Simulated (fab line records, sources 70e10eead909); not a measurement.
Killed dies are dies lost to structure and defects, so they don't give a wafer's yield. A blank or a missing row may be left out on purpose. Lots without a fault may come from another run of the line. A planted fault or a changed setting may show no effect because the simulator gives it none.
Which tool did it? | flow nand_harc | 13 lots, 39 wafers sampled, at 6 steps of a route of 1302

WHAT THE GAUGES READ, wafer by wafer
NHARC_P_CONTACT_INSPECT_27. Usual: raw_defect_count 309, standard deviation 110.
lot  | measured     | on                | raw_defect_count | flag
L582 | day 6 05:07  | defect_inspect-01 | 334 329 421      |
L583 | day 6 11:53  | defect_inspect-01 | 313 368 300      |
L584 | day 6 22:11  | defect_inspect-01 | 302 349 215      |
L585 | day 7 11:07  | defect_inspect-01 | 425 216 347      |
L587 | day 8 07:31  | defect_inspect-01 | 280 250 131      |
L588 | day 8 13:07  | defect_inspect-01 | 698 574 477      |
L592 | day 10 02:19 | defect_inspect-01 | 321 394 308      |
L594 | day 11 03:31 | defect_inspect-01 | 188 211 186      |
L599 | day 13 05:17 | defect_inspect-02 | 180 186 151      |
L601 | day 14 04:08 | defect_inspect-02 | 401 335 282      |
L603 | day 14 22:28 | defect_inspect-02 | 249 292 254      |
L604 | day 14 22:58 | defect_inspect-01 | 285 548 240      |
L605 | day 15 12:31 | defect_inspect-02 | 348 281 189      |

NHARC_END_SORT_01. Usual: defect_limited_yield 89.8 %, standard deviation 2.9; killed_at_array 65, standard deviation 19; killed_at_other 0.9, standard deviation 1.1; killed_at_periphery 3.5, standard deviation 2.3; killed_dies 69, standard deviation 19; killed_open 3.2, standard deviation 1.8; killed_short 2.4, standard deviation 1.5.
lot  | measured     | on        | defect_limited_yield (%) | killed_at_array | killed_at_other | killed_at_periphery | killed_dies | killed_open | killed_short | flag
L592 | day 29 12:40 | prober-02 | 87.1 84.9 86.4           | 84 91 87        | 0 0 2           | 3 11 3              | 87 102 92   | 4 7 7       | 2 4 0        |
L594 | day 29 04:52 | prober-01 | 88.5 88.5 89.1           | 72 76 62        | 1 0 1           | 5 2 11              | 78 78 74    | 4 2 4       | 5 1 3        |

WHICH TOOL RAN EACH LOT (tool, then ch and the chambers of the sampled wafers, then the start)
lot  | NHARC_P_CONTACT_ALD_22              | NHARC_P_M0_ETCH_15                            | NHARC_P_M0_ECD_22              | NHARC_P_M0_CMP_23
L582 | ald_metal-03 ch 0,1, day 6 03:49    | rie_diel-04 ch 0,1,2, day 6 07:29 or earlier  | ecd_cu-02 ch 0,1, day 6 07:29  | cmp-04 ch 0,1,2, day 6 08:16
L583 | ald_metal-04 ch 0,2,3, day 6 10:35  | rie_diel-04 ch 0,2,3, day 6 14:24 or earlier  | ecd_cu-02 ch 0,1, day 6 14:24  | cmp-01 ch 0,1,3, day 6 15:11
L584 | ald_metal-04 ch 0,2, day 6 20:53    | rie_diel-03 ch 1,2, day 7 00:35 or earlier    | ecd_cu-02 ch 0,1, day 7 00:35  | cmp-01 ch 0,1,2, day 7 01:15
L585 | ald_metal-04 ch 0,2, day 7 09:49    | rie_diel-04 ch 1,2,3, day 7 13:30 or earlier  | ecd_cu-01 ch 0, day 7 13:30    | cmp-04 ch 2,3, day 7 14:11
L587 | ald_metal-03 ch 0,1,3, day 8 06:16  | rie_diel-03 ch 0,1,2, day 8 09:53 or earlier  | ecd_cu-02 ch 0,1, day 8 09:53  | cmp-03 ch 0,1,2, day 8 10:37
L588 | ald_metal-04 ch 2,3, day 8 11:50    | rie_diel-05 ch 0,1, day 8 15:44 or earlier    | ecd_cu-01 ch 1, day 8 15:44    | cmp-01 ch 1,2,3, day 8 16:28
L592 | ald_metal-04 ch 0,2,3, day 10 01:05 | rie_diel-03 ch 0,1,3, day 10 04:37 or earlier | ecd_cu-01 ch 0,1, day 10 04:37 | cmp-04 ch 0,1, day 10 05:20
L594 | ald_metal-03 ch 0,1,2, day 11 02:16 | rie_diel-03 ch 1,2,3, day 11 05:59 or earlier | ecd_cu-01 ch 0,1, day 11 05:59 | cmp-03 ch 0,1,2, day 11 06:42
L599 | ald_metal-01 ch 1,2,3, day 13 04:01 | rie_diel-03 ch 0,1,2, day 13 07:39 or earlier | ecd_cu-02 ch 0,1, day 13 07:39 | cmp-03 ch 0,3, day 13 08:20
L601 | ald_metal-04 ch 0,3, day 14 02:53   | rie_diel-04 ch 1,2, day 14 06:25 or earlier   | ecd_cu-02 ch 0,1, day 14 06:25 | cmp-03 ch 1,2,3, day 14 07:09
L603 | ald_metal-01 ch 0,2,3, day 14 21:13 | rie_diel-04 ch 0,1,3, day 15 01:01 or earlier | ecd_cu-02 ch 0,1, day 15 01:01 | cmp-01 ch 0,1,2, day 15 01:44
L604 | ald_metal-03 ch 0,2,3, day 14 21:43 | rie_diel-04 ch 0,3, day 15 01:28 or earlier   | ecd_cu-02 ch 0,1, day 15 01:28 | cmp-04 ch 0,1,2, day 15 02:13
L605 | ald_metal-01 ch 0,1,2, day 15 11:16 | rie_diel-04 ch 0,1,3, day 15 15:05 or earlier | ecd_cu-02 ch 0,1, day 15 15:05 | cmp-01 ch 0,1,2, day 15 15:49
- NHARC_P_CONTACT_ALD_22: deposits TiN, target thk 3 nm, pulse time 1 s, ald cycles 150.
- NHARC_P_M0_ETCH_15: etches the open film in C4F8/Ar, target depth 150 nm, overetch 15 nm, time 82.5 s.
- NHARC_P_M0_ECD_22: material Cu, target thk 400 nm.
- NHARC_P_M0_CMP_23: polishes, t overpolish 20 s, target thk 117.54 nm.

WHAT THE TOOLS THEMSELVES READ (means of the sampled wafers that have a number; where no wafer has one, the mark that the record gives instead)
NHARC_P_CONTACT_ALD_22. Usual: heater_power_w 1053 W, standard deviation 78; precursor_pulse_height_rel 1.000, standard deviation 0.02.
lot  | tool         | heater_power_w (W) | precursor_pulse_height_rel | flag
L582 | ald_metal-03 | 1053               | 0.993                      |
L583 | ald_metal-04 | 1001               | 1.006                      |
L584 | ald_metal-04 | 934                | 1.002                      |
L585 | ald_metal-04 | 923                | 0.987                      |
L587 | ald_metal-03 | 1049               | 1.012                      |
L588 | ald_metal-04 | 1058               | 0.999                      |
L592 | ald_metal-04 | 981                | 0.987                      |
L594 | ald_metal-03 | 1092               | 0.976                      |
L599 | ald_metal-01 | 1120               | 0.996                      |
L601 | ald_metal-04 | 936                | 0.989                      |
L603 | ald_metal-01 | 1077               | 1.002                      |
L604 | ald_metal-03 | 1065               | 0.993                      |
L605 | ald_metal-01 | 1069               | 1.002                      |

NHARC_P_M0_ETCH_15. Usual: oes_product_au 0.954 a.u., standard deviation 0.018; rf_vpp_V 439.8 V, standard deviation 2.4.
lot  | tool        | oes_product_au (a.u.) | rf_vpp_V (V) | flag
L582 | rie_diel-04 | 0.977                 | 438.4        |
L583 | rie_diel-04 | 0.944                 | 440.1        |
L584 | rie_diel-03 | 0.973                 | 442.2        |
L585 | rie_diel-04 | 0.949                 | 439.0        |
L587 | rie_diel-03 | 0.973                 | 443.1        |
L588 | rie_diel-05 | 0.924                 | 440.6        |
L592 | rie_diel-03 | 0.973                 | 440.7        |
L594 | rie_diel-03 | 0.929                 | 441.0        |
L599 | rie_diel-03 | 0.971                 | 442.3        |
L601 | rie_diel-04 | 0.966                 | 437.5        |
L603 | rie_diel-04 | 0.929                 | 438.2        |
L604 | rie_diel-04 | 0.937                 | 439.6        |
L605 | rie_diel-04 | 0.958                 | 438.4        |

NHARC_P_M0_CMP_23. Usual: motor_current_A 12.6 A, standard deviation 1.2; time_to_endpoint_s 28.1 s, standard deviation 2.9.
lot  | tool   | motor_current_A (A) | time_to_endpoint_s (s) | flag
L582 | cmp-04 | 12.5                | 25.1                   |
L583 | cmp-01 | 12.2                | 30.3                   |
L584 | cmp-01 | 13.2                | 27.7                   |
L585 | cmp-04 | 12.7                | 27.5                   |
L587 | cmp-03 | 12.0                | 30.0                   |
L588 | cmp-01 | 12.6                | 26.0                   |
L592 | cmp-04 | 12.7                | 19.8                   |
L594 | cmp-03 | 12.2                | 22.8                   |
L599 | cmp-03 | 12.5                | 32.1                   |
L601 | cmp-03 | 12.5                | 29.5                   |
L603 | cmp-01 | 13.2                | 21.9                   |
L604 | cmp-04 | 12.4                | 25.5                   |
L605 | cmp-01 | 12.8                | 31.0                   |

THE ANSWER, worked out from the rows above alone
Rule: a lot is off if the mean of its wafers that have a number lies more than 3 standard deviations from the usual mean. A lot without any number at a reading at which 4 lots or more have one is off too. The other lots that the step has rows for count as sound. The gauges are gone through in route order, then the tools' own readings, and for those a lot's mean is taken as printed above. The first step at which some lot is off is used, and at that step the reading that is off furthest; a lot without a number counts as furthest.
No lot is off at any reading shown: from this, nothing can be told.

WHAT THE SIMULATOR HAD PUT IN
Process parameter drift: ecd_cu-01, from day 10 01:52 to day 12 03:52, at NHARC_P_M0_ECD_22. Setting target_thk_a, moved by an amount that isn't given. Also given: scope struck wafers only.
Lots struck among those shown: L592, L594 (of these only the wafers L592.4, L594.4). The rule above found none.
